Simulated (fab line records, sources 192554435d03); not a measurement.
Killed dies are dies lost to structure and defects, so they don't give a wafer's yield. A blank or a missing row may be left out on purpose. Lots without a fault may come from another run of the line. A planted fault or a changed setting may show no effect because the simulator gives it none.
Chamber matching | flow n5_finfet | N5_BEOL_M0_PRE_CLEAN_131 on cvd_co-02: 3 sister chambers
The step time 15 s. 14 wafers are shown with their chamber, then 7 later ones without.

WAFERS WITH THEIR CHAMBER
wafer  | chamber | heater_power_w (W) | rf_fwd_power_W (W)
L894.1 | 0       | 93                 | 297.8
L894.2 | 2       | 104                | 296.8
L894.5 | 0       | 94                 | 299.0
L896.3 | 1       | 56                 | 298.8
L896.5 | 0       | 94                 | 296.4
L896.6 | 1       | 57                 | 297.4
L898.2 | 1       | 57                 | 297.7
L898.4 | 2       | 105                | 297.1
L898.5 | 1       | 59                 | 297.5
L897.1 | 0       | 93                 | 296.4
L897.4 | 1       | 58                 | 299.0
L897.6 | 2       | 102                | 297.0
L904.1 | 0       | 92                 | 296.6
L904.3 | 2       | 103                | 299.2

SIGNATURES (means of the wafers above)
reading        | chamber 0 | chamber 1 | chamber 2 | scatter within a chamber
heater_power_w | 93.20     | 57.40     | 103.50    | 1.09
rf_fwd_power_W | 297.240   | 298.080   | 297.525   | 1.01
Rule: a wafer's distance from a chamber is the root of the sum, over the readings, of the square of ((its reading less the chamber's mean) divided by the reading's scatter). The wafer belongs to the nearest chamber; if the next one is less than 2 further off, it can't be placed. The scatter: the root of (the sum of the squares of (reading less its chamber's mean) over the shown wafers, divided by (wafers less chambers)).

WAFERS WITHOUT THEIR CHAMBER
wafer  | heater_power_w (W) | rf_fwd_power_W (W)
L904.4 | 93                 | 298.5
L911.1 | 103                | 297.0
L911.3 | 60                 | 299.2
L911.5 | 59                 | 298.5
L913.2 | 94                 | 297.6
L913.3 | 102                | 298.1
L913.5 | 104                | 299.2

WHICH CHAMBER EACH WENT THROUGH
wafer  | from the rows above | in truth
L904.4 | 0                   | 0
L911.1 | 2                   | 2
L911.3 | 1                   | 1
L911.5 | 1                   | 1
L913.2 | 0                   | 0
L913.3 | 2                   | 2
L913.5 | 2                   | 2
Placed correctly: 7 of 7. Can't be placed from these rows: 0. Placed wrongly: 0.
